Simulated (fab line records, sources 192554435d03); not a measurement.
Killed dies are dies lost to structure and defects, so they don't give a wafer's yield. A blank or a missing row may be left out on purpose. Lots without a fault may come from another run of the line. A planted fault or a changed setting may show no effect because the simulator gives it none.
Split-lot experiment | flow n5_finfet | 7 lots, 39 wafers read, on a route of 1938 steps

THE SPLIT
At N5_BEOL_M15_TRENCH_ETCH_34 (etches SiO2 in C4F8/O2/Ar, target depth 872.93 nm, time 199 s), the setting time_s was moved away from the recipe's 199 s on 12 of the 39 wafers read, by -51.8% to +41.6%. The other wafers ran this setting at the recipe's value.

FROM THE SPLIT TO THE READING: what the file shows between them, 7 steps
- N5_BEOL_M15_STRIP_36: strips in O2
- N5_BEOL_M15_ECD_47: material Cu, target thk 1860 nm
- N5_BEOL_M15_ANNEAL_48: time 90 s
- N5_BEOL_M15_CMP_49: polishes, stops on SiO2, t overpolish 4.9 s, target thk 850 nm
- N5_BEOL_M15_THK_MEAS_50: measures by xrf
- N5_BEOL_M15_PRE_CLEAN_52: time 15 s
- N5_BEOL_M15_DEP_53: deposits SiCN from 3MS/NH3, target thk 50 nm, time 17.8 s

THE READING
M15_RS, in ohm/sq, at N5_BEOL_M15_RS_MEAS_54 (measures by four-point-probe). Fault-free wafers of this fab line usually give 0.02167 ohm/sq, standard deviation 0.00026 ohm/sq.

wafer  | tool, chamber at the split | time_s as run, s | against the recipe | M15_RS, ohm/sq | against lot-mates on the recipe
L077.1 | rie_diel-01, 2             | 242.2            | +21.7%             | 0.01763        | -0.00413
L077.2 | rie_diel-01, 3             | 242.2            | +21.7%             | 0.01782        | -0.00394
L077.3 | rie_diel-01, 0             | 199              | recipe             | 0.02191        | -
L077.4 | rie_diel-01, 1             | 199              | recipe             | 0.02152        | -
L077.5 | rie_diel-01, 0             | 199              | recipe             | 0.02185        | -
L077.6 | rie_diel-01, 1             | 242.2            | +21.7%             | 0.01754        | -0.00422
L082.1 | rie_diel-04, 3             | 145.1            | -27.1%             | 0.03076        | +0.00889
L082.2 | rie_diel-04, 2             | 199              | recipe             | 0.02228        | -
L082.3 | rie_diel-04, 0             | 199              | recipe             | 0.02165        | -
L082.4 | rie_diel-04, 1             | 199              | recipe             | 0.02168        | -
L082.5 | rie_diel-04, 3             | 145.1            | -27.1%             | 0.03061        | +0.00874
L082.6 | rie_diel-04, 2             | 145.1            | -27.1%             | 0.03123        | +0.00936
L083.1 | rie_diel-04, 2             | 199              | recipe             | 0.02223        | -
L083.2 | rie_diel-04, 3             | 199              | recipe             | 0.02162        | -
L083.3 | rie_diel-04, 0             | 199              | recipe             | 0.02158        | -
L083.4 | rie_diel-04, 1             | 199              | recipe             | 0.02148        | -
L083.5 | rie_diel-04, 2             | 199              | recipe             | 0.02222        | -
L083.6 | rie_diel-04, 1             | 199              | recipe             | 0.02145        | -
L087.1 | rie_diel-01, 2             | 199              | recipe             | 0.02189        | -
L087.2 | rie_diel-01, 3             | 199              | recipe             | 0.02222        | -
L087.3 | rie_diel-01, 0             | 199              | recipe             | 0.02221        | -
L087.4 | rie_diel-01, 1             | 199              | recipe             | 0.02176        | -
L087.5 | rie_diel-01, 0             | 199              | recipe             | 0.02197        | -
L087.6 | rie_diel-01, 1             | 199              | recipe             | 0.02171        | -
L088.1 | rie_diel-02, 0             | 199              | recipe             | 0.02096        | -
L088.2 | rie_diel-02, 2             | 281.7            | +41.6%             | 0.01494        | -0.00630
L088.3 | rie_diel-02, 1             | 281.7            | +41.6%             | 0.01492        | -0.00632
L088.4 | rie_diel-02, 3             | 199              | recipe             | 0.02162        | -
L088.5 | rie_diel-02, 3             | 281.7            | +41.6%             | 0.01504        | -0.00620
L088.6 | rie_diel-02, 0             | 199              | recipe             | 0.02113        | -
L094.1 | rie_diel-02, 0             | 199              | recipe             | 0.02135        | -
L094.4 | rie_diel-02, 2             | 199              | recipe             | 0.02156        | -
L094.5 | rie_diel-02, 3             | 199              | recipe             | 0.02174        | -
L096.1 | rie_diel-01, 2             | 95.9             | -51.8%             | 0.04713        | +0.02543
L096.2 | rie_diel-01, 0             | 95.9             | -51.8%             | 0.0475         | +0.02580
L096.3 | rie_diel-01, 3             | 199              | recipe             | 0.02203        | -
L096.4 | rie_diel-01, 1             | 199              | recipe             | 0.02143        | -
L096.5 | rie_diel-01, 2             | 199              | recipe             | 0.02163        | -
L096.6 | rie_diel-01, 1             | 95.9             | -51.8%             | 0.04678        | +0.02508

THE FIT
A straight line over all 39 wafers: M15_RS changes by -0.00034 ohm/sq for each +1% of time_s; r = -0.93; the points scatter about the line by 0.0029 ohm/sq.
The same after taking each lot's own level away (the mean of its wafers on the recipe; 39 wafers): -0.000336 ohm/sq for each +1%; r = -0.92; scatter 0.003 ohm/sq.
On that fit, the largest move of time_s shifts the reading by 0.017 ohm/sq.
The lots' own levels span 0.021237 to 0.021960 ohm/sq, that is 2.8 times the standard deviation above.
So the lot-to-lot level changes the slope little: the two slopes agree.
Check: with one of the wafers moved furthest among these (-51.8%) left out of the fit, the line predicts +0.0174 ohm/sq for it against its lot-mates. It came out at +0.0254 ohm/sq against them.

THE WHOLE CHAIN: every reading that the file lists as answering this split, in the file's order
step                       | what it does                                                   | reading                                                                          | change (the file's fit)              | r (the file's)
N5_BEOL_M15_TRENCH_ETCH_34 | etches SiO2 in C4F8/O2/Ar, target depth 872.93 nm, time 199 s  | etch.depth_nm (the simulator's own value, which no gauge read)                   | +8.66 nm for each +1% of the setting | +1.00
N5_BEOL_M15_TRENCH_ETCH_34 | etches SiO2 in C4F8/O2/Ar, target depth 872.93 nm, time 199 s  | coat_of_BEOL_M15_COAT_22.thk_nm (the simulator's own value, which no gauge read) | -1.7 nm for each +1% of the setting  | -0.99
N5_BEOL_M15_CMP_49         | polishes, stops on SiO2, t overpolish 4.9 s, target thk 850 nm | Cu_of_BEOL_M15_ECD_47.thk_nm (the simulator's own value, which no gauge read)    | +8.67 nm for each +1% of the setting | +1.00
N5_BEOL_M15_THK_MEAS_50    | measures by xrf                                                | M15_THK                                                                          | +8.92 for each +1% of the setting    | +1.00
N5_BEOL_M15_RS_MEAS_54     | measures by four-point-probe                                   | M15_RS                                                                           | -0.00034 for each +1% of the setting | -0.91

THE FILE'S OWN FIT
M15_RS changes by -0.00034 ohm/sq for each +1% of time_s, r = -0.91.
